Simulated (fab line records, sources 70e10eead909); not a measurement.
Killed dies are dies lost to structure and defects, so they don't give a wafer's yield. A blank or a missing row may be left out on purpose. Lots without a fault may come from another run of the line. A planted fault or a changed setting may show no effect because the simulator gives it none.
A struck lot beside a sound one | flow nand_harc | 14 steps out of a route of 1302
Sound: wafers L989.2, L989.3, L989.6. Struck: wafers L997.1, L997.3, L997.4. The cause comes at the end.
At each step with rows: each side's tool, then ch and its chambers, then its first start. Under that, the readings that differ: sound wafers | struck wafers | difference of the means | sigmas: that difference in standard deviations of wafers without a fault.
alike: readings whose means differ by less than 2 such deviations, and words and numbers that are the same on both sides. not compared: withheld readings, readings that some wafer has no value for, bounds like >300 that may hide the same value, and numbers for which the record gives no deviation and whose values overlap.
The two part at a step that has a row with sigmas, a row that says differs or no value, or rows on one side only. Numbers that don't overlap but have no deviation are shown without sigmas and don't part them. A reading that every wafer of one side lacks parts them only if that side has two wafers or more.

NHARC_A_STAIRCASE_STRIP_475: strips in O2, time 20 s.
  sound on rie_diel-11 ch 0,1,3; struck on rie_diel-07 ch 0,1,2
  alike: drypump_motor_current_A, oes_product_au, rf_vpp_V, showerhead_plenum_p_Torr, throttle_valve_pct
  not compared: rf_hours_counter_h
NHARC_A_STAIRCASE_DEP_471: deposits SiO2, target thk 100 nm.
  sound on pecvd-02 ch 0, day 19 10:58; struck on pecvd-02 ch 0,2, day 23 21:53
  alike: heater_power_w, throttle_valve_pct
NHARC_A_STAIRCASE_CMP_472: polishes SiO2.
  sound on cmp-01 ch 0,2, day 19 11:19; struck on cmp-01 ch 0,2,3, day 23 22:09
  alike: motor_current_A
  not compared: pad_life_wafers
then, 1 step without rows for these wafers: NHARC_A_STAIRCASE_SRD_474.
NHARC_A_STAIRCASE_INSPECT_155:
  sound on defect_inspect-01, day 19 11:40; struck on defect_inspect-02, day 23 22:30
  reading          | sound       | struck      | difference | sigmas
  raw_defect_count | 294 324 470 | 686 695 846 | +380       | +3
NHARC_A_SGD_CUT_DEP_00: deposits SiNx, target thk 50 nm.
  sound on pecvd-02 ch 0,1, day 19 11:46; struck on pecvd-02 ch 1,2, day 23 22:34
  alike: heater_power_w
then, 5 steps without rows for these wafers: NHARC_A_SGD_CUT_DEHYDRATE_01 (time 120 s); NHARC_A_SGD_CUT_HMDS_02 (time 30 s); NHARC_A_SGD_CUT_COAT_56 (time 75 s); NHARC_A_SGD_CUT_COAT_57 (time 65 s); NHARC_A_SGD_CUT_COAT_03 (resist thk 90 nm).
NHARC_A_SGD_CUT_SOFTBAKE_04: time 55 s.
  sound on litho_track-06 ch 0, day 19 12:00; struck on litho_track-04 ch 0, day 23 22:00
  reading                  | sound                | struck               | difference                    | sigmas
  heater_power_total_W (W) | 188.31 188.32 188.26 | 206.76 206.73 206.87 | +18.49                        | +99 or more
  plate_temp_C (C)         | 104.84 104.86 104.96 | - - -                | no value on the struck wafers |
  alike: chill_plate_temp_C
then, 2 steps without rows for these wafers: NHARC_A_SGD_CUT_EBR_05; NHARC_END_SORT_01.

WHERE THEY PART
First at NHARC_A_STAIRCASE_INSPECT_155; last, within this record, at NHARC_A_SGD_CUT_SOFTBAKE_04.

WHY: what the simulator had put in
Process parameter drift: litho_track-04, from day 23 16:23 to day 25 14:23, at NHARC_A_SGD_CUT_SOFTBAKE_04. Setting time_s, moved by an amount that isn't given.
